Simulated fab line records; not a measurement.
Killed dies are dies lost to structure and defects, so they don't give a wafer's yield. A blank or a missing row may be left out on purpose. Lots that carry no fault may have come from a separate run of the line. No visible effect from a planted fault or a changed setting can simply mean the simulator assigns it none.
fab line records + flow n5Finfet
record:
- lots: 3
- wafers: 8
- lastDay: 17
route steps=1938 shown MOL_CONTACT_COAG@523 BEOL_M4@1111 PASSIVATION@1936
lots untouched by any fault: they come from a run of this same line in which no faults occurred
startH: hours from the record's opening day to when the first of the lot's shown wafers began + waitH: hours from the lot's prior step to this one + " the same as in the row above + L1.1+2: a row that stands for several wafers + - no value present, or no start provided + * or withheld: withheld + < > ~ a bound
route shown NAME@n: NAME is a module with steps in the file, n the number in the route of the first one + usual: the fault-free wafers' mean and standard deviation + same: alike in all rows + chamber/n: place in a boat + sites: per-site readings + _std_site: their standard deviation + _edge_site: the outer-site mean with the inner-site mean subtracted + radiusMm: how far each site lies from the wafer's centre + mask NAME#n: copy n + behind: the last tool/chamber to shape the wafer + hold: the reason the lot was held/the length of the hold in hours/how it ended + device: the transistor (n, p or np) that didn't switch + end of line: the tests these same wafers got at the end of their route + where a step has no rows: the recipe by itself + killed: count of dies lost to structure and defects at first sort (not the wafer's yield) + map: the dies of a wafer, with x for killed, . for not killed, _ for no die there
set.NAME: the setting as run; set.NAME@STEP: as run at that earlier step + model.NAME: the simulator's own value behind a step, which no gauge read
lots at selected steps of the route; one table per step, one row per wafer
services: the hour from which a tool's chamber was out of use, counted from the record's first day as startH (under 0 if before that day), plus the number of hours and why
== steps ==
step: N5_MOL_CONTACT_COAG_EXPOSE_05
recipe:
- maskId: CA
- na: 0.33
- sourceShape: annular
- sigmaInner: 0.4
- sigmaOuter: 0.8
- polarization: unpolarized
- defocusNm: 0
- doseMj: 38.25
step: N5_MOL_CONTACT_COAG_PEB_06
recipe:
- pebTempC: 100
- pebTimeS: 60
- resist: CAR-EUV
step: N5_MOL_CONTACT_COAG_DEVELOP_07
recipe:
- developTimeS: 30
- developer: TMAH
- resist: CAR-EUV
- rinseLiquid: surfactantRinse
- dry: airSpin
- devTempC: 23
step: N5_MOL_CONTACT_COAG_DESCUM_13
recipe:
- chemistry: O2
- timeS: 7
- sourcePowerW: 50
- biasPowerW: 20
- pressureMtorr: 20
- rfFrequencyHz: 2.712e+07
- tempC: 40
- resist: CAR-EUV
- o2FlowSccm: 225
step: N5_MOL_CONTACT_COAG_ETCH_59
recipe:
- chemistry: N2/H2
- target: underlayer
- targetDepthA: 130
- maskMaterial: CAR-EUV
- timeS: 10.4
- ionEnergyEv: 200
- pressureMtorr: 30
- sourceW: 840
- biasW: 150
- n2FlowSccm: 200
- h2FlowSccm: 200
- ends: cleared
step: N5_MOL_CONTACT_COAG_ETCH_105
recipe:
- chemistry: CF4
- target: SiARC
- targetDepthA: 156
- maskMaterial: CAR-EUV
- timeS: 26
- ionEnergyEv: 80
- pressureMtorr: 40
- sourceW: 545
- biasW: 36
- Ar_flow_sccm: 100
- cf4FlowSccm: 100
- ends: cleared
step: N5_MOL_CONTACT_COAG_ETCH_106
recipe:
- chemistry: N2/H2
- target: SOC
- targetDepthA: 800
- overetchA: 160
- maskMaterial: SiARC
- tempC: 40
- timeS: 120
- ionEnergyEv: 200
- pressureMtorr: 30
- sourceW: 840
- biasW: 150
- n2FlowSccm: 200
- h2FlowSccm: 200
step: N5_MOL_CONTACT_COAG_STRIP_107
recipe:
- chemistry: N2/H2
- tempC: 40
- n2FlowSccm: 200
- h2FlowSccm: 200
- rfFrequencyHz: 6e+07
step: N5_MOL_CONTACT_COAG_STRIP_108
recipe:
- chemistry: N2/H2
- tempC: 40
- n2FlowSccm: 200
- h2FlowSccm: 200
- rfFrequencyHz: 6e+07
step: N5_MOL_CONTACT_COAG_CONTACT_ETCH_14
recipe:
- chemistry: C4F6/O2
- target: SiO2
- targetDepthA: 275
- overetchA: 85
- maskMaterial: SOC
- pressureMtorr: 30
- sourceW: 370
- biasW: 185
- Ar_flow_sccm: 300
- C4F6_flow_sccm: 16
- O2_flow_sccm: 10
- timeS: 20
- ionEnergyEv: 259.6
usual:
- drypumpMotorCurrentA: 5.9/0.56
- oes_f_703_au: 0.77/0.069
- oesProductAu: 0.66/0.052
- rfVppV: 691.1/2.6
- showerheadPlenumPTorr: 2.83/0.073
- throttleValvePct: 21.39/0.28
same:
- timeS: 20
| lot.wafer | tool       | chamber | startH | waitH | drypumpMotorCurrentA | oes_f_703_au | oesProductAu | rfHoursCounterH | rfVppV | showerheadPlenumPTorr | throttleValvePct | model.SOC_of_MOL_CONTACT_COAG_COAT_103.thkNm |
|-----------|------------|---------|--------|-------|----------------------|--------------|--------------|-----------------|--------|-----------------------|------------------|----------------------------------------------|
| L827.1    | rieDiel-04 | 0       | 109.41 | 0.0   | 6.8                  | 0.73         | 0.62         | 179             | 686.6  | 2.75                  | 21.61            | 78.4                                         |
| L827.2    | "          | 2       | "      | "     | 6.2                  | 0.94         | 0.77         | 25              | 691.4  | 2.80                  | 20.86            | 78.6                                         |
| L827.4    | "          | 3       | "      | "     | 5.3                  | 0.77         | 0.66         | 143             | 689.2  | 2.78                  | 21.46            | 78.2                                         |
| L834.2    | rieDiel-04 | 3       | 147.77 | 0.0   | 5.3                  | 0.76         | 0.65         | 155             | 689.2  | 2.78                  | 21.48            | 78.6                                         |
| L834.3    | "          | 2       | "      | "     | 6.2                  | 0.91         | 0.75         | 36              | 690.3  | 2.80                  | 20.88            | 78.8                                         |
| L834.6    | "          | 2       | "      | "     | 6.2                  | 0.91         | 0.75         | -               | 691.2  | 2.80                  | 20.88            | 78.8                                         |
| L843.4    | rieDiel-04 | 0       | 201.16 | 0.0   | 6.8                  | 0.71         | 0.48         | 207             | 686.7  | 2.74                  | 21.58            | 79.2                                         |
| L843.6    | "          | 1       | "      | "     | 6.0                  | 0.71         | 0.50         | -               | 692.1  | 2.84                  | 21.54            | 79.4                                         |
step: N5_MOL_CONTACT_COAG_STRIP_109
recipe:
- chemistry: C4F6/O2
- resist: SiARC
- rfFrequencyHz: 6e+07
step: N5_MOL_CONTACT_COAG_ETCH_15
recipe:
- chemistry: CH3F/O2
- target: SiNx
- targetDepthA: 70
- maskMaterial: SOC
- stopOn: Si:P
- overEtchFrac: 0.75
- ionEnergyEv: 120
- pressureMtorr: 30
- sourceW: 395
- biasW: 73
- Ar_flow_sccm: 150
- CH3F_flow_sccm: 30
- O2_flow_sccm: 20
usual:
- drypumpMotorCurrentA: 5.9/0.56
- oes_f_703_au: 0.77/0.073
- oesProductAu: 0.57/0.045
- rfVppV: 297/4.7
- showerheadPlenumPTorr: 1.96/0.053
- throttleValvePct: 16.46/0.29
| lot.wafer | tool       | chamber | startH | waitH | drypumpMotorCurrentA | oes_f_703_au | oesProductAu | rfHoursCounterH | rfVppV | showerheadPlenumPTorr | throttleValvePct |
|-----------|------------|---------|--------|-------|----------------------|--------------|--------------|-----------------|--------|-----------------------|------------------|
| L827.1    | rieDiel-04 | 0       | 109.44 | 0.0   | 6.8                  | 0.73         | 0.54         | 179             | 300    | 1.91                  | 16.71            |
| L827.2    | "          | 2       | "      | "     | 6.2                  | 0.93         | 0.65         | 25              | 291    | 1.94                  | 15.92            |
| L827.4    | "          | 3       | "      | "     | 5.3                  | 0.76         | 0.57         | 143             | 300    | 1.93                  | 16.48            |
| L834.2    | rieDiel-04 | 3       | 147.81 | 0.0   | 5.3                  | 0.76         | 0.56         | 155             | 299    | 1.93                  | 16.51            |
| L834.3    | "          | 2       | "      | "     | 6.1                  | 0.91         | 0.64         | 36              | 290    | 1.94                  | 15.95            |
| L834.6    | "          | 2       | "      | "     | 6.2                  | 0.91         | 0.65         | -               | 289    | 1.94                  | 15.95            |
| L843.4    | rieDiel-04 | 0       | 201.19 | 0.0   | 6.8                  | 0.71         | 0.26         | 207             | 300    | 1.90                  | 16.72            |
| L843.6    | "          | 1       | "      | "     | 6.0                  | 0.70         | 0.27         | -               | 301    | 1.97                  | 16.68            |
step: N5_MOL_CONTACT_COAG_ETCH_110
recipe:
- chemistry: CF4/O2
- target: Si
- targetDepthA: 25
- timeS: 8
- pressureMtorr: 100
- sourceW: 200
- biasW: 12
- ionEnergyEv: 60
- Ar_flow_sccm: 100
- cf4FlowSccm: 100
- O2_flow_sccm: 10
usual:
- drypumpMotorCurrentA: 5.9/0.56
- oes_f_703_au: 0.77/0.074
- oesProductAu: 0.77/0.068
- rfVppV: 127.4/2.4
- showerheadPlenumPTorr: 2.19/0.055
- throttleValvePct: 10.9/0.32
same:
- timeS: 8
| lot.wafer | tool       | chamber | startH | waitH | drypumpMotorCurrentA | oes_f_703_au | oesProductAu | rfHoursCounterH | rfVppV | showerheadPlenumPTorr | throttleValvePct | model.SOC_of_MOL_CONTACT_COAG_COAT_103.thkNm |
|-----------|------------|---------|--------|-------|----------------------|--------------|--------------|-----------------|--------|-----------------------|------------------|----------------------------------------------|
| L827.1    | rieDiel-04 | 0       | 109.50 | 0.0   | 6.8                  | 0.72         | 0.73         | 179             | 129.6  | 2.12                  | 11.1             | 73.6                                         |
| L827.2    | "          | 2       | "      | "     | 6.2                  | 0.94         | 0.93         | 25              | 123.9  | 2.17                  | 10.4             | 73.6                                         |
| L827.4    | "          | 3       | "      | "     | 5.3                  | 0.77         | 0.77         | 143             | 128.1  | 2.15                  | 10.9             | 73.4                                         |
| L834.2    | rieDiel-04 | 3       | 147.87 | 0.0   | 5.3                  | 0.76         | 0.76         | 155             | 128.6  | 2.14                  | 10.9             | 73.8                                         |
| L834.3    | "          | 2       | "      | "     | 6.1                  | 0.92         | 0.90         | 36              | 124.0  | 2.17                  | 10.4             | 73.8                                         |
| L834.6    | "          | 2       | "      | "     | 6.1                  | 0.92         | 0.90         | -               | 124.1  | 2.17                  | 10.4             | 73.8                                         |
| L843.4    | rieDiel-04 | 0       | 201.25 | 0.0   | 6.7                  | 0.71         | 0.71         | 207             | 128.9  | 2.11                  | 11.2             | 74.4                                         |
| L843.6    | "          | 1       | "      | "     | 6.0                  | 0.70         | 0.70         | -               | 128.9  | 2.20                  | 11.2             | 74.6                                         |
step: N5_MOL_CONTACT_COAG_STRIP_98
recipe:
- chemistry: N2/H2
- powerW: 500
- tempC: 40
- pressureMtorr: 50
- rfFrequencyHz: 6e+07
- overashFraction: 0.3
- biasPowerW: 8
- h2Frac: 0.5
- n2FlowSccm: 300
- h2FlowSccm: 300
step: N5_MOL_CONTACT_COAG_CD_MEAS_99
recipe:
- targetCdNm: 17.2
- polarity: opening
usual:
- cdNm: 17.3/0.36
| lot.wafer | tool     | chamber | startH | waitH | cdNm |
|-----------|----------|---------|--------|-------|------|
| L827.1    | cdSem-01 | -       | 109.62 | -     | 17.9 |
| L827.2    | "        | -       | "      | "     | 17.1 |
| L827.4    | "        | -       | "      | "     | 16.1 |
| L834.2    | cdSem-03 | -       | 147.99 | -     | 17.5 |
| L834.3    | "        | -       | "      | "     | 18.1 |
| L834.6    | "        | -       | "      | "     | 17.2 |
| L843.4    | cdSem-02 | -       | 201.37 | -     | -    |
| L843.6    | "        | -       | "      | "     | -    |
step: N5_MOL_CONTACT_COAG_IMPLANT_129
recipe:
- species: Ge
- energyKev: 3
- doseCm2: 6e+14
- tiltDeg: 0
- rotationDeg: 0
step: N5_MOL_CONTACT_COAG_PRECLEAN_111
recipe:
- chemistry: NF3:NH3
- afsCycles: 1
- tempC: 30
- timeS: 20
- sublimationTempC: 180
- sublimationTimeS: 60
- pressureTorr: 3
- rfPowerW: 30
step: N5_MOL_CONTACT_COAG_TI_SIL_19
recipe:
- material: Ti
- targetThkA: 42
- tempC: 200
- chamberPressurePa: 5
- powerW: 5000
- timeS: 15
step: N5_MOL_CONTACT_COAG_ALD_20
recipe:
- material: TiN
- targetThkA: 15
- tempC: 400
- aldPrecursorFamily: TiCl4
- aldCoReactant: NH3
- pulseTimeS: 1
- purgeTimeS: 3
- coReactantPurgeTimeS: 2
- coReactantPulseTimeS: 2
- aldCycles: 68
- pressureTorr: 3
step: N5_MOL_CONTACT_COAG_SIL_ANNEAL_21
recipe:
- tempC: 550
- timeS: 60
- ambient: N2
step: N5_MOL_CONTACT_COAG_PRE_CLEAN_141
recipe:
- gas: H2/He
- timeS: 60
- tempC: 300
step: N5_MOL_CONTACT_COAG_SPUTTER_143
recipe:
- material: Co
- targetThkA: 25
- tempC: 25
- chamberPressurePa: 0.2
step: N5_MOL_CONTACT_COAG_CO_FILL_22
recipe:
- material: Co
- targetThkA: 200
- tempC: 200
- precursor: CCTBA/H2
- pressureTorr: 30
step: N5_MOL_CONTACT_COAG_ANNEAL_113
recipe:
- tempC: 400
- timeS: 300
- ambient: H2/N2
step: N5_MOL_CONTACT_COAG_PRE_CLEAN_142
recipe:
- gas: H2/He
- timeS: 60
- tempC: 300
step: N5_MOL_CONTACT_COAG_SPUTTER_130
recipe:
- material: Co
- targetThkA: 475
- tempC: 25
- chamberPressurePa: 0.5
- powerW: 3000
step: N5_MOL_CONTACT_COAG_PRECLEAN_125
recipe:
- chemistry: DIW
- timeS: 57.5
- tempC: 23
step: N5_MOL_CONTACT_COAG_SRD_126
recipe:
- dryTimeS: 32
- dry: n2Spin
- spinRpm: 1500
step: N5_MOL_CONTACT_COAG_CMP_23
recipe:
- stopOn: SiO2
- tOverpolishS: 1.5
- postCmpClean: cuAlkaline
- downForcePsi: 2
- platenRpm: 50.289
- padVelocityMS: 1.0006
- targetThkNm: 0
step: N5_MOL_CONTACT_COAG_WET_ETCH_26
recipe:
- target: Co
- targetDepthNm: 13
step: N5_MOL_CONTACT_COAG_WET_ETCH_116
recipe:
- chemistry: SC1-inhibited
- targetDepthNm: 4.6
- dry: ipaMarangoni
- rinseTimeS: 30
- rinseTempC: 23
step: N5_MOL_CONTACT_COAG_ALD_27
recipe:
- material: SiOC
- targetThkA: 170
- tempC: 400
- aldPrecursorFamily: carbosiloxane
- aldCoReactant: H2-plasma
- pulseTimeS: 1.5
- timeS: 2720
- purgeTimeS: 2
- coReactantPurgeTimeS: 2
- aldCycles: 340
- pressureTorr: 2
step: N5_MOL_CONTACT_COAG_CMP_28
recipe:
- stopOn: SiNx
- tOverpolishS: 0.85
- postCmpClean: alkalineBrush
- downForcePsi: 4.15
- platenRpm: 51.8
- padVelocityMS: 1.0307
- targetThkNm: 14.522
step: N5_MOL_CONTACT_COAG_ALD_123
recipe:
- material: SiNx
- targetThkA: 50
- tempC: 400
- aldPrecursorFamily: SiH2I2
- aldCoReactant: N2/H2-plasma
- pulseTimeS: 1
- purgeTimeS: 2
- coReactantPurgeTimeS: 2
- aldCycles: 100
- pressureTorr: 2
step: N5_MOL_CONTACT_COAG_PECVD_31
recipe:
- material: SiO2
- targetThkA: 460
- tempC: 400
- precursor: TEOS/O2
- pressureTorr: 6.5
- rfW: withheld
- teosFlowSccm: withheld
- gas: O2
- flowSccm: 2650
- timeS: 8.9
step: N5_MOL_CONTACT_COAG_COAT_75
recipe:
- resist: SOC
- tempC: 250
- timeS: 60
- spinRpm: 1500
- resistThkNm: 60
step: N5_MOL_CONTACT_COAG_CD_MEAS_40
recipe:
- targetCdNm: 25.1
- landingEnergyEv: 500
- detector: seInlens
- polarity: opening
usual:
- cdNm: 25.10/0.29
same:
- landingEnergyEv: 500
| lot.wafer | tool     | chamber | startH | waitH | cdNm  |
|-----------|----------|---------|--------|-------|-------|
| L827.1    | cdSem-02 | 0       | 122.81 | -     | 25.05 |
| L827.2    | "        | 0       | "      | "     | 25.22 |
| L827.4    | "        | 0       | "      | "     | 25.38 |
| L834.2    | cdSem-02 | 0       | 157.36 | -     | 24.89 |
| L834.3    | "        | 0       | "      | "     | 25.04 |
| L834.6    | "        | 0       | "      | "     | 24.96 |
| L843.4    | cdSem-03 | 0       | 212.05 | -     | -     |
| L843.6    | "        | 0       | "      | "     | -     |
step: N5_BEOL_M4_RC_MEAS_101
usual:
- DIBL_N: 36.4/1.7
- DIBL_P: 36.4/2.1
- IOFF_N: 0.16/0.035
- IOFF_P: 0.21/0.035
- ION_N: 680/11
- ION_P: 465/6.8
- SS_N: 71.5/0.58
- SS_P: 73.2/0.72
- VT_N: 249/3.6
- VT_P: -250/3.1
| lot.wafer | tool      | chamber | startH | waitH | DIBL_N[mV/V] | DIBL_P[mV/V] | IOFF_N[nA/um] | IOFF_P[nA/um] | ION_N[uA/um] | ION_P[uA/um] | SS_N[mV/dec] | SS_P[mV/dec] | VT_N[mV] | VT_P[mV] |
|-----------|-----------|---------|--------|-------|--------------|--------------|---------------|---------------|--------------|--------------|--------------|--------------|----------|----------|
| L827.1    | prober-01 | 0       | 191.17 | 0.0   | 33.8         | 33.2         | 0.13          | 0.16          | 675          | 458          | 71.6         | 72.6         | 252      | -253     |
| L827.2    | "         | 0       | "      | "     | 35.7         | 36.7         | 0.18          | 0.22          | 687          | 463          | 71.3         | 73.2         | 251      | -249     |
| L827.4    | "         | 0       | "      | "     | 39.0         | 38.9         | 0.27          | 0.27          | 704          | 467          | 73.1         | 73.9         | 243      | -246     |
| L834.2    | prober-01 | 0       | 220.90 | 0.2   | 36.7         | 34.2         | 0.15          | 0.20          | 678          | 458          | 71.6         | 73.0         | 249      | -248     |
| L834.3    | "         | 0       | "      | "     | 37.7         | 36.1         | 0.18          | 0.24          | 688          | 474          | 71.8         | 73.6         | 243      | -246     |
| L834.6    | "         | 0       | "      | "     | 36.3         | 33.6         | 0.14          | 0.19          | 668          | 459          | 71.7         | 72.5         | 253      | -253     |
step: N5_PASSIVATION_PROBE_49
usual:
- defectLimitedYield: 91.3/1.4
- killed_at_M0_to_M3: 36/11
- killed_at_M4_up: 13/5.2
- killedAtContacts: 13/6.5
- killedAtFrontEnd: 37/11
- killedAtOther: 3.6/2.9
- killedDies: 103/17
- killedOnRim: 13/3.6
- killedOpen: 68/12
- killedShort: 33/7.3
- sort_bin_5_function: 5.2/0.91
- sort_bin_6_memory: 3.2/0.67
- sortNPass: 1077/17
- sortYieldPct: 91.3/1.4
same:
- grossDies: 1180
- killedAtBackSide: 0
- sort_bin_4_leakage[%]: 0
- sort_bin_8_speed[%]: 0
| lot.wafer | tool      | chamber | startH | waitH | defectLimitedYield[%] | killed_at_M0_to_M3 | killed_at_M4_up | killedAtContacts | killedAtFrontEnd | killedAtOther | killedDies | killedOnRim | killedOpen | killedShort | sort_bin_5_function[%] | sort_bin_6_memory[%] | sortNPass | sortYieldPct[%] |
|-----------|-----------|---------|--------|-------|-----------------------|--------------------|-----------------|------------------|------------------|---------------|------------|-------------|------------|-------------|------------------------|----------------------|-----------|-----------------|
| L834.2    | prober-01 | -       | 341.37 | 0.1   | 91.4                  | 32                 | 17              | 12               | 33               | 8             | 102        | 12          | 67         | 35          | 5.0                    | 3.6                  | 1078      | 91.4            |
| L834.3    | prober-01 | -       | 341.42 | 0.1   | 90.3                  | 31                 | 10              | 5                | 59               | 10            | 115        | 19          | 66         | 41          | 4.6                    | 3.8                  | 1065      | 90.3            |
| L834.6    | prober-01 | -       | 341.57 | 0.3   | 92.4                  | 25                 | 12              | 4                | 46               | 3             | 90         | 10          | 55         | 34          | 5.3                    | 2.3                  | 1090      | 92.4            |
| L843.4    | prober-02 | -       | 404.46 | 0.2   | 0                     | 42                 | 14              | 1092             | 28               | 4             | 1180       | 152         | 68         | 36          | 96.2                   | 3.4                  | 0         | 0               |
| L843.6    | prober-02 | -       | 404.56 | 0.3   | 0                     | 36                 | 10              | 1104             | 27               | 3             | 1180       | 152         | 63         | 26          | 96.9                   | 2.9                  | 0         | 0               |
killed by level:class
L834.2 BEOL_M2:geometricParticle:open=13 STI_FIN_REVEAL:geometricParticle:open=11 MOL_CONTACT_COAG:geometricParticle:open=10 BEOL_M4:geometricParticle:open=7 GATE_CUT:geometricParticle:short=6 BEOL_M0_SAQP:geometricParticle:open=6 PASS1_DEP:geometricParticle:short=5 FIN_SAQP:geometricParticle:open=4
L834.3 FIN_SAQP:geometricParticle:open=14 FIN_SAQP:geometricParticle:short=11 BEOL_M2:geometricParticle:open=11 HKMG_FIN:areaEtch=8 STI_FIN_REVEAL:geometricParticle:open=6 PASS1_DEP:geometricParticle:short=6 GATE_CUT:geometricParticle:short=4 GATE_CUT:geometricParticle:open=4
L834.6 STI_FIN_REVEAL:geometricParticle:open=17 BEOL_M0_SAQP:geometricParticle:short=6 FIN_SAQP:geometricParticle:open=5 FIN_SAQP:geometricParticle:short=5 BEOL_M2:geometricParticle:open=5 MOL_CONTACT_COAG:geometricParticle:open=4 BEOL_M0_SAQP:geometricParticle:open=4 BEOL_M3:geometricParticle:open=4
L843.4 MOL_CONTACT_COAG:areaEtch=1075 MOL_CONTACT_COAG:geometricParticle:open=15 BEOL_M0_SAQP:geometricParticle:open=14 FIN_SAQP:geometricParticle:open=10 BEOL_M0_SAQP:geometricParticle:short=7 BEOL_M1:geometricParticle:open=6 FIN_SAQP:geometricParticle:short=5 BEOL_M2:geometricParticle:open=5
L843.6 MOL_CONTACT_COAG:areaEtch=1090 MOL_CONTACT_COAG:geometricParticle:open=14 BEOL_M2:geometricParticle:open=10 FIN_SAQP:geometricParticle:short=7 BEOL_M0_SAQP:geometricParticle:open=7 BEOL_M0_SAQP:geometricParticle:short=7 BEOL_M1:geometricParticle:open=6 FIN_SAQP:geometricParticle:open=4
map L843.4 (x killed, . not)
_________________xxxxxxxxxxxx________________
______________xxxxxxxxxxxxxxxxxx_____________
___________xxxxxxxxxxxxxxxxxxxxxxxx__________
__________xxxxxxxxxxxxxxxxxxxxxxxxxx_________
________xxxxxxxxxxxxxxxxxxxxxxxxxxxxxx_______
_______xxxxxxxxxxxxxxxxxxxxxxxxxxxxxxxx______
______xxxxxxxxxxxxxxxxxxxxxxxxxxxxxxxxxx_____
_____xxxxxxxxxxxxxxxxxxxxxxxxxxxxxxxxxxxx____
____xxxxxxxxxxxxxxxxxxxxxxxxxxxxxxxxxxxxxx___
___xxxxxxxxxxxxxxxxxxxxxxxxxxxxxxxxxxxxxxxx__
___xxxxxxxxxxxxxxxxxxxxxxxxxxxxxxxxxxxxxxxx__
__xxxxxxxxxxxxxxxxxxxxxxxxxxxxxxxxxxxxxxxxxx_
__xxxxxxxxxxxxxxxxxxxxxxxxxxxxxxxxxxxxxxxxxx_
_xxxxxxxxxxxxxxxxxxxxxxxxxxxxxxxxxxxxxxxxxxxx
_xxxxxxxxxxxxxxxxxxxxxxxxxxxxxxxxxxxxxxxxxxxx
_xxxxxxxxxxxxxxxxxxxxxxxxxxxxxxxxxxxxxxxxxxxx
_xxxxxxxxxxxxxxxxxxxxxxxxxxxxxxxxxxxxxxxxxxxx
_xxxxxxxxxxxxxxxxxxxxxxxxxxxxxxxxxxxxxxxxxxxx
_xxxxxxxxxxxxxxxxxxxxxxxxxxxxxxxxxxxxxxxxxxxx
_xxxxxxxxxxxxxxxxxxxxxxxxxxxxxxxxxxxxxxxxxxxx
_xxxxxxxxxxxxxxxxxxxxxxxxxxxxxxxxxxxxxxxxxxxx
__xxxxxxxxxxxxxxxxxxxxxxxxxxxxxxxxxxxxxxxxxx_
__xxxxxxxxxxxxxxxxxxxxxxxxxxxxxxxxxxxxxxxxxx_
___xxxxxxxxxxxxxxxxxxxxxxxxxxxxxxxxxxxxxxxx__
___xxxxxxxxxxxxxxxxxxxxxxxxxxxxxxxxxxxxxxxx__
____xxxxxxxxxxxxxxxxxxxxxxxxxxxxxxxxxxxxxx___
_____xxxxxxxxxxxxxxxxxxxxxxxxxxxxxxxxxxxx____
______xxxxxxxxxxxxxxxxxxxxxxxxxxxxxxxxxx_____
_______xxxxxxxxxxxxxxxxxxxxxxxxxxxxxxxx______
________xxxxxxxxxxxxxxxxxxxxxxxxxxxxxx_______
__________xxxxxxxxxxxxxxxxxxxxxxxxxx_________
___________xxxxxxxxxxxxxxxxxxxxxxxx__________
______________xxxxxxxxxxxxxxxxxx_____________
_________________xxxxxxxxxxxx________________
map L834.3 (x killed, . not)
_________________............________________
______________.xx.............x._____________
___________.x...x.x..x...x......x..__________
__________xx...x.x...............x.._________
________.............x..............x._______
_______x...............................______
______...............x......x....x.xx..._____
_____x.................x.....x..x.xx.....____
____...x........x......x..x..........x....___
___.........x..............x...............__
___........x............x.x........x.......__
__.x.......................................x_
__.................x.x....x............xx..._
_.......x.................x............x..x..
_xx..........x......x.x............x..x......
_..x............x.xx.........x..............x
_.....x.......x.......x....x.................
_................x......x.......x..........x.
_.......x..x.................................
_...x................................x.......
_.xx....x...............x....................
__...x..........x.x....xx..................._
__......x..xx...x.................xx.x......_
___.............x..............x....x......__
___.x...................x..................__
____...x..............xx.x............x...___
_____..........x.............x........x..____
______.................................._____
_______...............x.x.........x...x______
________.......x............x........._______
__________................x........._________
___________..xx........x.x.........__________
______________.................._____________
_________________............________________
== services ==
| tool       | chamber | startH | hours | kind   |
|------------|---------|--------|-------|--------|
| rieDiel-04 | 0       | 143.65 | 8.5   | repair |
== key ==
firstSign:
- step: N5_MOL_CONTACT_COAG_CONTACT_ETCH_14
- reading: oesProductAu
- direction: down
- sigmas: 3.2
- usual: 0.66
- struck: 0.49
effect:
- step: N5_MOL_CONTACT_COAG_ETCH_15
- reading: oesProductAu
- direction: down
- sigmas: 6.7
- usual: 0.57
- struck: 0.27
effect:
- step: N5_MOL_CONTACT_COAG_CD_MEAS_99
- reading: cdNm
- direction: missing
effect:
- step: N5_MOL_CONTACT_COAG_CD_MEAS_40
- reading: cdNm
- direction: missing
effect:
- step: N5_PASSIVATION_PROBE_49
- reading: killedAtContacts
- direction: up
- sigmas: 99+
- usual: 13
- struck: 1098
modelEffect:
- step: N5_MOL_CONTACT_COAG_CONTACT_ETCH_14
- value: SOC_of_MOL_CONTACT_COAG_COAT_103.thkNm
- without: 78.7
- struck: 79.3
modelEffect:
- step: N5_MOL_CONTACT_COAG_ETCH_110
- value: SOC_of_MOL_CONTACT_COAG_COAT_103.thkNm
- without: 73.9
- struck: 74.5
moreKillsBornAt:
- N5_MOL_CONTACT_COAG_CONTACT_ETCH_14@rieDiel-04: 2165
metAt N5_MOL_CONTACT_COAG_CONTACT_ETCH_14
struckWafers L843.4,L843.6
laterRowsLeftOut L843.4,L843.6
onsetBetween 147.77 201.16
fault:
- kind: processParameterDrift
- tool: rieDiel-04
- chamber: -
- onsetH: 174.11
- steps: N5_MOL_CONTACT_COAG_CONTACT_ETCH_14
- channel: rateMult
- offset: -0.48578
- shape: step
- endH: 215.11
- scope: struckWafersOnly
laterRowsLeftOut: the simulator's readings of these wafers behind a module that went badly wrong aren't trusted and aren't shown, but for the sort
